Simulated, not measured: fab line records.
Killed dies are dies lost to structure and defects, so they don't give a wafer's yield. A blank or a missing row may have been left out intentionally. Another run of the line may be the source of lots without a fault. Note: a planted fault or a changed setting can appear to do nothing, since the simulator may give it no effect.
fab line records | flow nandHarc
record: lots: 24 wafers: 72 lastDay: 25
route steps=1159 shown P_CONTACT@247 P_M0@272 P_M1@303 P_M2@339 P_BONDPAD@379
lots that met no fault: taken from a fault-free run of the same line
startH: hours from the record's first day to the start of the lot's first wafer shown | waitH: hours since the lot's step before | " unchanged from the row above | L1.1+2: a single row standing in for several wafers | - no value, or no start given | * or withheld: withheld | < > ~ a bound
route shown NAME@n: names a module that has steps shown in the file, with the first one's number in the route | usual: the fault-free wafers' mean and standard deviation | same: alike in all rows | chamber/n: place in a boat | sites: the reading at each site | _std_site: standard deviation of those values | _edge_site: inner sites' mean taken away from outer sites' mean | radiusMm: for every site, how far away it sits from the centre of the wafer | mask NAME#n: copy n | behind: the most recent tool/chamber to have shaped the wafer | hold: the reason the lot was held/the length of the hold in hours/how it ended | device: whichever transistor did not switch (one of n, p or np) | end of line: at the end of the route, the tests of the same wafers | step lacking rows: just its recipe | killed: dies that structure and defects cost at the first sort, which is not the same as the wafer's yield | map: shows each die of a wafer: x if killed, . if not, _ if none is there
set.NAME: the setting the step ran with; set.NAME@STEP: the setting that earlier step ran with | model.NAME: the simulator's own value behind a step, which no gauge read
a sample of lots followed through the steps of the route, with each step as a table and each wafer as a row
services: a tool's chamber out of use, with start hour (startH, from the record's first day; less than 0 if before it), hours out, and reason
== steps ==
step: NHARC_P_CONTACT_ALD_22
recipe: targetThkA: 30 pulseTimeS: 1 aldCycles: 150 tempC: 450 material: TiN
usual: heaterPowerW: 1157/130 precursorPulseHeightRel: 0.998/0.02
same: pulseTimeS: 1
columns lot.wafer tool chamber startH waitH heaterPowerW precursorPulseHeightRel
L074.1 aldMetal-02 0 111.63 - 1137 0.957
L074.4 " 2 " " 1255 0.986
L074.5 " 1 " " 1169 1.005
L075.3 aldMetal-01 0 112.47 - 1386 1.014
L075.1 " 2 " " 1139 0.971
L075.6 " 3 " " 927 0.971
L077.2 aldMetal-04 3 128.40 - 997 1.006
L077.4 " 2 " " 1159 0.949
L077.5 " 3 " " 987 0.984
L076.2 aldMetal-01 3 128.69 - 910 0.986
L076.4 " 2 " " 1166 1.010
L076.6 " 0 " " 1385 0.997
L078.3 aldMetal-04 2 131.51 - 1124 1.008
L078.1 " 3 " " 1004 1.026
L078.4 " 2 " " 1116 1.017
L080.2 aldMetal-01 3 139.88 - 920 1.023
L080.6 " 2 " " 1158 0.998
L080.5 " 3 " " 930 1.017
L079.3 aldMetal-02 3 140.40 - 1153 1.010
L079.2 " 0 " " 1139 0.967
L079.6 " 2 " " 1274 1.020
L081.1 aldMetal-02 2 157.20 - 1290 0.999
L081.4 " 3 " " 1141 1.000
L081.6 " 1 " " 1166 0.993
L082.2 aldMetal-01 0 164.54 - 1363 1.003
L082.3 " 2 " " 1148 1.035
L082.5 " 0 " " 1361 0.998
L083.3 aldMetal-04 0 170.78 - 1195 1.008
L083.2 " 2 " " 1123 1.024
L083.1 " 3 " " 1019 1.017
L084.1 aldMetal-01 1 175.34 - 1257 1.006
L084.2 " 0 " " 1362 1.007
L084.6 " 2 " " 1163 0.965
L085.1 aldMetal-02 0 176.16 - 1176 1.010
L085.3 " 3 " " 1129 1.018
L085.6 " 0 " " 1137 1.014
L086.1 aldMetal-01 2 190.98 - 1154 0.972
L086.6 " 2 " " 1127 0.965
L086.4 " 0 " " 1356 0.994
L087.3 aldMetal-04 2 191.86 - 1117 0.999
L087.4 " 3 " " 1002 1.031
L087.5 " 2 " " 1114 1.014
L089.3 aldMetal-01 0 194.89 - 1336 0.958
L089.6 " 1 " " 1244 1.000
L089.5 " 0 " " 1328 0.992
L088.1 aldMetal-02 2 199.42 - 1280 0.966
L088.3 " 3 " " 1157 1.003
L088.6 " 1 " " 1145 0.955
L090.1 aldMetal-02 0 208.52 - 1159 1.010
L090.3 " 2 " " 1291 1.021
L090.6 " 3 " " 1150 0.997
L091.1 aldMetal-01 1 208.89 - 1272 0.999
L091.3 " 2 " " 1146 0.974
L091.4 " 1 " " 1252 0.995
L092.1 aldMetal-01 1 223.78 - 1280 0.996
L092.3 " 3 " " 926 1.015
L092.6 " 1 " " 1233 0.995
L093.4 aldMetal-01 1 233.99 - 1266 0.964
L093.2 " 2 " " 1161 0.986
L093.5 " 3 " " 957 1.031
L094.1 aldMetal-02 0 234.07 - 1152 1.007
L094.3 " 1 " " 1154 1.009
L094.5 " 3 " " 1147 1.046
L095.1 aldMetal-02 2 239.17 - 1274 1.003
L095.3 " 0 " " 1168 0.997
L095.2 " 1 " " 1183 0.983
L096.1 aldMetal-01 0 240.19 - 1356 0.994
L096.5 " 3 " " 947 1.024
L096.6 " 0 " " 1363 1.000
L097.2 aldMetal-04 3 249.81 - 947 0.973
L097.3 " 0 " " 1149 1.000
L097.5 " 2 " " 1093 1.018
step: NHARC_P_M0_DEGAS_28
recipe: tempC: 250 timeS: 60
usual: heaterPowerW: 339/32
same: timeS: 60
columns lot.wafer tool chamber startH waitH heaterPowerW
L074.1 pvdSputter-01 - 114.91 - 374
L074.4 " - " " 309
L074.5 " - " " 294
L075.3 pvdSputter-01 - 115.63 - 303
L075.1 " - " " 313
L075.6 " - " " 370
L077.2 pvdSputter-02 - 132.42 - 327
L077.4 " - " " 315
L077.5 " - " " 350
L076.4 pvdSputter-01 - 132.82 - 379
L076.2 " - " " 381
L076.6 " - " " 303
L078.4 pvdSputter-03 - 134.70 - 400
L078.1 " - " " 313
L078.3 " - " " 320
L079.3 pvdSputter-01 - 145.95 - 314
L079.2 " - " " 393
L079.6 " - " " 381
L080.2 pvdSputter-02 - 146.19 - 340
L080.6 " - " " 322
L080.5 " - " " 313
L081.4 pvdSputter-01 - 160.51 - 305
L081.1 " - " " 317
L081.6 " - " " 386
L082.3 pvdSputter-03 - 169.60 - 314
L082.2 " - " " 332
L082.5 " - " " 314
L083.1 pvdSputter-03 - 174.35 - 333
L083.2 " - " " 406
L083.3 " - " " 310
L084.2 pvdSputter-02 - 181.37 - 318
L084.1 " - " " 338
L084.6 " - " " 316
L085.1 pvdSputter-02 - 182.54 - 332
L085.3 " - " " 322
L085.6 " - " " 334
L086.4 pvdSputter-03 - 201.46 - 312
L086.1 " - " " 323
L086.6 " - " " 403
L087.3 pvdSputter-02 - 201.99 - 344
L087.4 " - " " 314
L087.5 " - " " 318
L089.3 pvdSputter-02 - 203.13 - 322
L089.5 " - " " 327
L089.6 " - " " 312
L088.3 pvdSputter-01 - 208.81 - 376
L088.1 " - " " 325
L088.6 " - " " 364
L090.1 pvdSputter-03 - 217.34 - 321
L090.3 " - " " 337
L090.6 " - " " 319
L091.3 pvdSputter-03 - 217.66 - 322
L091.1 " - " " 392
L091.4 " - " " 319
L092.3 pvdSputter-03 - 229.42 - 329
L092.1 " - " " 402
L092.6 " - " " 307
L093.4 pvdSputter-02 - 238.99 - 334
L093.2 " - " " 358
L093.5 " - " " 340
L094.3 pvdSputter-03 - 239.21 - 401
L094.1 " - " " 320
L094.5 " - " " 311
L095.2 pvdSputter-01 - 242.62 - 386
L095.3 " - " " 288
L095.1 " - " " 313
L096.1 pvdSputter-02 - 243.50 - 311
L096.5 " - " " 322
L096.6 " - " " 333
L097.2 pvdSputter-01 - 253.24 - 312
L097.3 " - " " 385
L097.5 " - " " 321
step: NHARC_P_M1_ETCH_28
recipe: targetDepthA: 300 overEtchFrac: 0.3 timeS: 72.99 ionEnergyEv: 150 cf4FlowSccm: 50 n2FlowSccm: 100 arFlowSccm: 150 rfW: 300 biasW: 100 chemistry: CF4/N2
usual: drypumpMotorCurrentA: 5.54/0.28 oesProductAu: 0.997/0.013 rfVppV: 315.2/1.7 showerheadPlenumPTorr: 2.68/0.085 throttleValvePct: 19.794/0.0092
same: overEtchFrac: 0.3 timeS: 72.99
columns lot.wafer tool chamber startH waitH drypumpMotorCurrentA oesProductAu rfHoursCounterH rfVppV showerheadPlenumPTorr throttleValvePct
L074.1 rieDiel-11 2 - - 5.53 1.017 3 315.4 2.74 19.783
L074.4 " 1 " " 5.26 1.016 - 314.5 2.63 19.788
L074.5 " 3 " " 5.22 1.002 - 315.0 2.66 19.801
L075.1 rieDiel-03 0 - - 5.92 0.979 6 314.6 2.56 19.816
L075.3 " 1 " " 5.96 1.001 6 317.3 2.79 19.792
L075.6 " 3 " " 5.50 0.993 - 317.2 2.75 19.785
L077.4 rieDiel-11 2 - - 5.50 1.015 3 316.5 2.74 19.769
L077.2 " 1 " " 5.26 1.008 3 315.4 2.63 19.807
L077.5 " 3 " " 5.23 0.990 - 315.5 2.66 19.793
L076.2 rieDiel-03 1 - - 5.95 1.000 7 317.7 2.79 19.789
L076.6 " 1 " " 5.92 0.994 - 316.9 2.79 19.792
L076.4 " 3 " " 5.54 1.001 - 317.0 2.75 19.802
L078.1 rieDiel-11 2 - - 5.54 1.009 3 315.4 2.74 19.802
L078.3 " 3 " " 5.21 0.983 3 315.7 2.66 19.809
L078.4 " 0 " " 5.83 0.978 3 313.1 2.57 19.805
L079.3 rieDiel-10 1 - - 5.46 0.997 10 315.3 2.72 19.806
L079.2 " 0 " " 5.93 0.989 11 312.3 2.53 19.795
L079.6 " 2 " " 5.38 0.975 - 315.7 2.80 19.791
L080.2 rieDiel-11 2 - - 5.51 1.024 4 315.6 2.74 19.783
L080.5 " 2 " " 5.52 1.027 - 316.5 2.74 19.791
L080.6 " 3 " " 5.21 0.997 - 314.8 2.66 19.784
L081.4 rieDiel-11 0 - - 5.81 0.981 4 314.2 2.57 19.801
L081.1 " 1 " " 5.25 1.012 4 314.9 2.63 19.781
L081.6 " 1 " " 5.25 0.999 - 313.7 2.63 19.794
L082.3 rieDiel-11 1 - - 5.23 1.026 5 314.7 2.63 19.784
L082.2 " 2 " " 5.52 1.017 4 317.2 2.74 19.789
L082.5 " 3 " " 5.24 1.000 - 314.7 2.66 19.801
L083.2 rieDiel-11 2 - - 5.52 1.007 4 316.3 2.74 19.802
L083.3 " 3 " " 5.20 0.984 4 314.6 2.66 19.795
L083.1 " 0 " " 5.80 0.976 4 313.4 2.57 19.790
L084.2 rieDiel-03 0 - - 5.92 0.980 10 311.9 2.55 19.817
L084.1 " 1 " " 5.93 0.993 9 316.7 2.79 19.807
L084.6 " 1 " " 5.93 0.992 - 318.3 2.79 19.796
L085.1 rieDiel-11 1 - - 5.25 1.010 5 314.0 2.63 19.786
L085.3 " 3 " " 5.21 0.988 5 315.7 2.66 19.793
L085.6 " 1 " " 5.25 1.008 - 313.7 2.63 19.776
L086.4 rieDiel-03 3 - - 5.49 0.991 10 316.2 2.75 19.773
L086.1 " 1 " " 5.90 1.007 11 318.8 2.79 19.782
L086.6 " 2 " " 5.38 0.996 - 314.7 2.74 19.784
L087.3 rieDiel-03 0 - - 5.90 0.986 12 313.1 2.55 19.806
L087.4 " 3 " " 5.48 0.975 10 316.9 2.75 19.806
L087.5 " 0 " " 5.92 0.989 - 313.0 2.55 19.794
L089.3 rieDiel-11 3 - - 5.23 0.981 0 315.4 2.66 19.805
L089.6 " 0 " " 5.80 0.978 - 313.8 2.57 19.801
L089.5 " 1 " " 5.25 1.003 - 315.6 2.63 19.794
L088.3 rieDiel-03 1 - - 5.95 1.002 11 316.9 2.79 19.807
L088.1 " 0 " " 5.93 0.986 12 312.3 2.55 19.793
L088.6 " 0 " " 5.93 0.984 - 313.0 2.55 19.794
L090.1 rieDiel-10 3 - - 5.19 0.992 3 316.4 2.79 19.799
L090.3 " 0 " " 5.95 1.015 3 311.6 2.53 19.792
L090.6 " 3 " " 5.18 0.987 - 319.1 2.79 19.793
L091.1 rieDiel-10 3 - - 5.19 0.989 4 317.5 2.79 19.794
L091.3 " 1 " " 5.44 1.010 2 314.3 2.72 19.786
L091.4 " 1 " " 5.48 1.022 - 316.8 2.72 19.789
L092.3 rieDiel-11 1 - - 5.24 1.007 1 315.7 2.63 19.795
L092.1 " 2 " " 5.52 0.996 1 315.5 2.74 19.786
L092.6 " 3 " " 5.22 0.978 - 314.7 2.66 19.795
L093.4 rieDiel-11 1 - - 5.23 1.006 1 313.1 2.63 19.796
L093.2 " 2 " " 5.51 1.003 1 314.8 2.74 19.815
L093.5 " 3 " " 5.22 0.979 - 313.3 2.66 19.794
L094.3 rieDiel-03 1 - - 5.96 0.986 1 317.5 2.79 19.794
L094.1 " 2 " " 5.35 1.005 1 316.8 2.74 19.790
L094.5 " 1 " " 5.94 0.991 - 318.5 2.79 19.789
L095.2 rieDiel-03 2 - - 5.37 1.009 1 316.3 2.73 19.796
L095.3 " 3 " " 5.48 0.992 2 317.0 2.75 19.776
L095.1 " 0 " " 5.92 1.006 2 312.9 2.55 19.780
L096.1 rieDiel-11 1 - - 5.23 0.997 1 315.1 2.63 19.807
L096.5 " 2 " " 5.51 0.991 - 315.7 2.74 19.801
L096.6 " 3 " " 5.24 0.978 - 314.8 2.66 19.794
L097.2 rieDiel-10 2 - - 5.37 1.001 6 317.3 2.79 19.792
L097.3 " 3 " " 5.17 0.993 6 316.2 2.79 19.791
L097.5 " 1 " " 5.47 1.010 - 315.5 2.72 19.781
step: NHARC_P_M2_PRE_CLEAN_30
recipe: timeS: 30 tempC: 280 gas: H2/He
usual: heaterPowerW: 414/40
same: timeS: 30
columns lot.wafer tool chamber startH waitH heaterPowerW
L074.1 pvdSputter-02 - - - 376
L074.4 " - " " 426
L074.5 " - " " 431
L075.3 pvdSputter-03 - - - 389
L075.1 " - " " 497
L075.6 " - " " 392
L077.2 pvdSputter-02 - - - 377
L077.4 " - " " 426
L077.5 " - " " 445
L076.4 pvdSputter-03 - - - 381
L076.2 " - " " 484
L076.6 " - " " 399
L078.4 pvdSputter-02 - - - 409
L078.3 " - " " 421
L078.1 " - " " 420
L080.2 pvdSputter-03 - - - 419
L080.5 " - " " 410
L080.6 " - " " 484
L079.2 pvdSputter-01 - - - 464
L079.3 " - " " 462
L079.6 " - " " 476
L081.1 pvdSputter-02 - - - 384
L081.4 " - " " 412
L081.6 " - " " 388
L082.2 pvdSputter-01 - - - 490
L082.3 " - " " 351
L082.5 " - " " 385
L083.1 pvdSputter-02 - - - 422
L083.3 " - " " 393
L083.2 " - " " 378
L084.1 pvdSputter-01 - - - 367
L084.2 " - " " 484
L084.6 " - " " 393
L085.1 pvdSputter-02 - - - 377
L085.3 " - " " 440
L085.6 " - " " 396
L086.4 pvdSputter-01 - - - 493
L086.1 " - " " 448
L086.6 " - " " 486
L087.3 pvdSputter-02 - - - 419
L087.4 " - " " 391
L087.5 " - " " 432
L089.3 pvdSputter-01 - - - 497
L089.6 " - " " 361
L089.5 " - " " 387
L088.1 pvdSputter-01 - - - 391
L088.3 " - " " 483
L088.6 " - " " 352
L090.3 pvdSputter-03 - - - 392
L090.1 " - " " 394
L090.6 " - " " 389
L091.1 pvdSputter-01 - - - 355
L091.3 " - " " 494
L091.4 " - " " 462
L092.1 pvdSputter-01 - - - 392
L092.3 " - " " 500
L092.6 " - " " 388
L093.2 pvdSputter-01 - - - 457
L093.4 " - " " 395
L093.5 " - " " 361
L094.1 pvdSputter-02 - - - 443
L094.3 " - " " 385
L094.5 " - " " 410
L095.3 pvdSputter-02 - - - 390
L095.2 " - " " 443
L095.1 " - " " 398
L096.1 pvdSputter-03 - - - 409
L096.6 " - " " 414
L096.5 " - " " 480
L097.2 pvdSputter-01 - - - 354
L097.3 " - " " 377
L097.5 " - " " 357
step: NHARC_P_M2_PRE_CLEAN_32
recipe: timeS: 12 tempC: 370 rfPowerW: 300 gas: NH3
usual: heaterPowerW: 647/47
same: timeS: 12
columns lot.wafer tool chamber startH waitH heaterPowerW
L074.1 pecvd-03 1 126.02 0.1 651
L074.5 " 1 " " 656
L074.4 " 0 " " 698
L075.3 pecvd-02 0 127.39 0.2 715
L075.1 " 1 " " 610
L075.6 " 1 " " 595
L077.2 pecvd-02 1 142.77 0.1 631
L077.5 " 2 " " 714
L077.4 " 0 " " 682
L076.2 pecvd-03 1 143.46 0.1 670
L076.6 " 2 " " 657
L076.4 " 0 " " 608
L078.3 pecvd-02 0 144.81 0.1 690
L078.1 " 2 " " 648
L078.4 " 1 " " 619
L080.2 pecvd-04 0 156.21 0.1 636
L080.6 " 1 " " 630
L080.5 " 2 " " 592
L079.2 pecvd-03 2 156.33 0.1 650
L079.3 " 0 " " 646
L079.6 " 0 " " 635
L081.1 pecvd-03 1 170.45 0.1 588
L081.6 " 2 " " 572
L081.4 " 1 " " 584
L082.2 pecvd-04 2 179.59 0.1 620
L082.3 " 0 " " 588
L082.5 " 1 " " 628
L083.2 pecvd-02 0 184.98 0.1 739
L083.1 " 1 " " 608
L083.3 " 2 " " 692
L084.2 pecvd-03 2 191.22 0.1 563
L084.1 " 1 " " 690
L084.6 " 2 " " 551
L085.1 pecvd-04 0 192.94 0.1 607
L085.3 " 1 " " 597
L085.6 " 0 " " 598
L086.1 pecvd-02 1 211.32 0.1 615
L086.6 " 0 " " 724
L086.4 " 1 " " 593
L087.3 pecvd-02 2 211.97 0.1 731
L087.4 " 0 " " 676
L087.5 " 1 " " 644
L089.3 pecvd-03 2 213.50 0.1 635
L089.6 " 1 " " 642
L089.5 " 2 " " 647
L088.1 pecvd-02 0 218.64 0.1 658
L088.3 " 1 " " 602
L088.6 " 2 " " 688
L090.1 pecvd-04 2 227.51 0.1 573
L090.3 " 1 " " 610
L090.6 " 1 " " 603
L091.3 pecvd-02 2 228.56 0.1 681
L091.1 " 0 " " 706
L091.4 " 2 " " 692
L092.3 pecvd-02 1 239.42 0.1 648
L092.1 " 2 " " 681
L092.6 " 2 " " 683
L093.2 pecvd-04 2 249.00 0.1 569
L093.5 " 2 " " 587
L093.4 " 0 " " 654
L094.3 pecvd-03 0 249.25 0.2 629
L094.1 " 1 " " 696
L094.5 " 0 " " 623
L095.1 pecvd-03 1 254.84 0.1 718
L095.3 " 2 " " 653
L095.2 " 0 " " 595
L096.1 pecvd-02 2 255.44 0.1 608
L096.6 " 0 " " 715
L096.5 " 2 " " 595
L097.2 pecvd-03 0 263.79 0.1 678
L097.3 " 2 " " 615
L097.5 " 2 " " 637
step: NHARC_P_BONDPAD_ANNEAL_28
recipe: tempC: 225 timeS: 90
usual: wafer_temp_C_max: 225.77/0.24
same: timeS: 90
columns lot.wafer tool chamber startH waitH wafer_temp_C_max
L074.1 rtpAnneal-02 0 129.72 - 225.66
L074.4 " 0 " " 225.56
L074.5 " 0 " " 225.73
L075.1 rtpAnneal-01 0 131.01 - 226.00
L075.3 " 0 " " 225.65
L075.6 " 0 " " 226.01
L077.2 rtpAnneal-02 0 146.29 - 226.16
L077.4 " 0 " " 225.65
L077.5 " 0 " " 225.96
L076.2 rtpAnneal-01 0 147.14 0.4 225.91
L076.4 " 0 " " 226.26
L076.6 " 0 " " 225.83
L078.1 rtpAnneal-02 0 148.45 - 225.75
L078.3 " 0 " " 225.66
L078.4 " 0 " " 225.70
L080.2 rtpAnneal-01 0 160.16 0.4 225.70
L080.5 " 0 " " 225.92
L080.6 " 0 " " 225.62
L079.2 rtpAnneal-02 0 160.39 0.5 225.72
L079.3 " 0 " " 225.87
L079.6 " 0 " " 226.03
L081.1 rtpAnneal-02 0 174.05 0.3 225.65
L081.4 " 0 " " 225.66
L081.6 " 0 " " 225.61
L082.2 rtpAnneal-02 0 183.24 - 225.81
L082.3 " 0 " " 225.77
L082.5 " 0 " " 225.87
L083.1 rtpAnneal-01 0 188.60 - 226.47
L083.2 " 0 " " 225.76
L083.3 " 0 " " 225.94
L084.1 rtpAnneal-01 0 194.84 0.3 225.69
L084.2 " 0 " " 225.80
L084.6 " 0 " " 225.81
L085.1 rtpAnneal-02 0 196.42 - 225.83
L085.3 " 0 " " 225.32
L085.6 " 0 " " 225.36
L086.1 rtpAnneal-02 0 214.94 - 225.29
L086.4 " 0 " " 225.46
L086.6 " 0 " " 225.75
L087.3 rtpAnneal-01 0 215.68 0.3 226.20
L087.4 " 0 " " 226.00
L087.5 " 0 " " 225.99
L089.3 rtpAnneal-01 0 217.20 0.3 225.48
L089.5 " 0 " " 226.17
L089.6 " 0 " " 226.44
L088.1 rtpAnneal-02 0 222.10 - 225.44
L088.3 " 0 " " 226.01
L088.6 " 0 " " 225.56
L090.1 rtpAnneal-02 0 231.01 - 225.55
L090.3 " 0 " " 225.65
L090.6 " 0 " " 225.51
L091.1 rtpAnneal-01 0 232.21 0.3 225.52
L091.3 " 0 " " 225.95
L091.4 " 0 " " 225.53
L092.1 rtpAnneal-01 0 242.89 - 226.01
L092.3 " 0 " " 225.95
L092.6 " 0 " " 225.97
L093.2 rtpAnneal-02 0 252.63 - 225.86
L093.4 " 0 " " 225.75
L093.5 " 0 " " 225.75
L094.1 rtpAnneal-01 0 252.86 0.3 225.79
L094.3 " 0 " " 225.75
L094.5 " 0 " " 225.85
L095.1 rtpAnneal-01 0 258.50 0.3 225.64
L095.2 " 0 " " 225.53
L095.3 " 0 " " 225.52
L096.1 rtpAnneal-02 0 259.35 - 225.69
L096.5 " 0 " " 225.64
L096.6 " 0 " " 225.66
L097.2 rtpAnneal-01 0 267.46 0.4 226.08
L097.3 " 0 " " 226.19
L097.5 " 0 " " 225.64
== services ==
columns tool chamber startH hours kind
rieDiel-03 3 97.23 9.3 repair
aldMetal-01 - 102.00 10.0 pm
pvdSputter-03 - 106.96 10.0 pm
rieDiel-11 2 107.76 4.7 repair
rtpAnneal-02 - 110.63 6.4 repair
pecvd-03 - 111.00 13.0 pm
rieDiel-11 0 112.17 15.6 repair
rieDiel-11 3 114.17 2.7 repair
rieDiel-03 2 128.74 8.4 repair
pecvd-02 - 153.27 13.0 pm
pvdSputter-01 - 160.94 10.0 pm
pecvd-03 - 161.67 3.3 repair
aldMetal-01 1 181.25 5.4 repair
aldMetal-01 3 189.06 25.8 repair
rieDiel-11 1 189.07 2.4 repair
rieDiel-11 - 189.50 9.0 pm
pecvd-02 - 190.50 2.5 repair
rieDiel-11 - 202.26 0.4 repair
rieDiel-11 2 203.15 18.4 repair
pvdSputter-02 - 214.00 10.0 pm
pecvd-02 - 233.78 0.5 repair
pecvd-02 1 247.97 14.3 repair
pvdSputter-01 - 256.36 3.0 repair
pecvd-02 - 266.68 0.9 repair
== key ==
fault none
